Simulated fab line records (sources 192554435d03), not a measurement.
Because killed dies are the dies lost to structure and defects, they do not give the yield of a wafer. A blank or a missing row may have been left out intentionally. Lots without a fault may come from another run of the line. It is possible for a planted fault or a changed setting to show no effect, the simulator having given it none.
Lot-split experiment | flow n5_finfet | 7 lots, 21 wafers read, on a route of 1938 steps

ABOUT THE SPLIT
At N5_WELL_APT_PEB_06 (peb time 90 s), the setting peb_time_s was moved away from the recipe's 90 s on 6 of the 21 wafers read, by -18.7% to +18.3%. For the rest of the wafers, this setting stayed at what the recipe calls for.

FROM THE SPLIT TO THE READING: what the file shows between them, 2 steps
- N5_WELL_APT_DEVELOP_07: develop time 45 s (also split here: develop_time_s)
- N5_WELL_APT_HARDBAKE_12: time 120 s

THE READING
cd_nm (nm) at N5_WELL_APT_CD_MEAS_08, where the cd target is 200 nm. A value of 200.3 nm with a standard deviation of 1.3 nm is what fault-free wafers of this fab line usually give.

wafer  | tool, chamber at the split | peb_time_s as run, s | against the recipe | cd_nm, nm | against lot-mates on the recipe
L074.2 | litho_track-02, 0          | 90                   | recipe             | 203.1     | -
L074.3 | litho_track-02, 0          | 90                   | recipe             | 201.7     | -
L074.4 | litho_track-02, 0          | 90                   | recipe             | 201.3     | -
L077.3 | litho_track-04, 0          | 90                   | recipe             | 198.7     | -
L077.4 | litho_track-04, 0          | 90                   | recipe             | 198.8     | -
L077.6 | litho_track-04, 0          | 90                   | recipe             | 198.8     | -
L080.1 | litho_track-02, 0          | 90                   | recipe             | 200.1     | -
L080.3 | litho_track-02, 0          | 77.24                | -14.2%             | 196.5     | -4.7
L080.5 | litho_track-02, 0          | 90                   | recipe             | 202.3     | -
L082.1 | litho_track-02, 0          | 106.5                | +18.3%             | 206.9     | +5.0
L082.2 | litho_track-02, 0          | 90                   | recipe             | 201.9     | -
L082.3 | litho_track-02, 0          | 106.5                | +18.3%             | 206.5     | +4.6
L087.2 | litho_track-02, 0          | 90                   | recipe             | 198.0     | -
L087.5 | litho_track-02, 0          | 90                   | recipe             | 200.1     | -
L087.6 | litho_track-02, 0          | 82.24                | -8.6%              | 197.3     | -1.8
L095.2 | litho_track-02, 0          | 73.15                | -18.7%             | 192.1     | -8.2
L095.4 | litho_track-02, 0          | 73.15                | -18.7%             | 192.9     | -7.4
L095.5 | litho_track-02, 0          | 90                   | recipe             | 200.3     | -
L096.2 | litho_track-03, 0          | 90                   | recipe             | 198.8     | -
L096.4 | litho_track-03, 0          | 90                   | recipe             | 198.2     | -
L096.6 | litho_track-03, 0          | 90                   | recipe             | 200.5     | -

THE FIT
A straight line over all 21 wafers: cd_nm changes by +0.366 nm for each +1% of peb_time_s; r = +0.92; the points scatter about the line by 1.5 nm.
The same after taking each lot's own level away (the mean of its wafers on the recipe; 21 wafers): +0.33 nm for each +1%; r = +0.95; scatter 0.98 nm.
On that fit, the largest move of peb_time_s shifts the reading by 6.2 nm.
Across the lots, their own levels run from 198.77 to 202.03 nm, a range of 2.5 times the standard deviation given above.
So the lot-to-lot level changes the slope: the two fits differ.
Check: with one of the wafers moved furthest among these (-18.7%) left out of the fit, the line predicts -5.84 nm for it against its lot-mates. Against them it came out at -8.2 nm.

THESE WAFERS: OTHER SPLITS
Note: prior to the reading, these wafers also went through further splits. Each is held against what the fit with the lots' levels taken away leaves over:
other split on the same wafers        | wafers away from the commonest value | r with cd_nm (lot level and that fit taken away)
N5_WELL_APT_DEVELOP_07 develop_time_s | 6                                    | +0.00

THE WHOLE CHAIN: every reading that the file lists as answering this split, in the file's order
step                   | what it does             | reading                                                         | change (the file's fit)               | r (the file's)
N5_WELL_APT_CD_MEAS_08 | target cd 200 nm         | cd_nm                                                           | +0.329 nm for each +1% of the setting | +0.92
N5_WELL_APT_DESCUM_13  | chemistry O2, time 7.9 s | WELL_APT.cd_nm (the simulator's own value, which no gauge read) | +0.326 nm for each +1% of the setting | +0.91

FILE'S OWN FIT
cd_nm changes by +0.329 nm for each +1% of peb_time_s, r = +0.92.
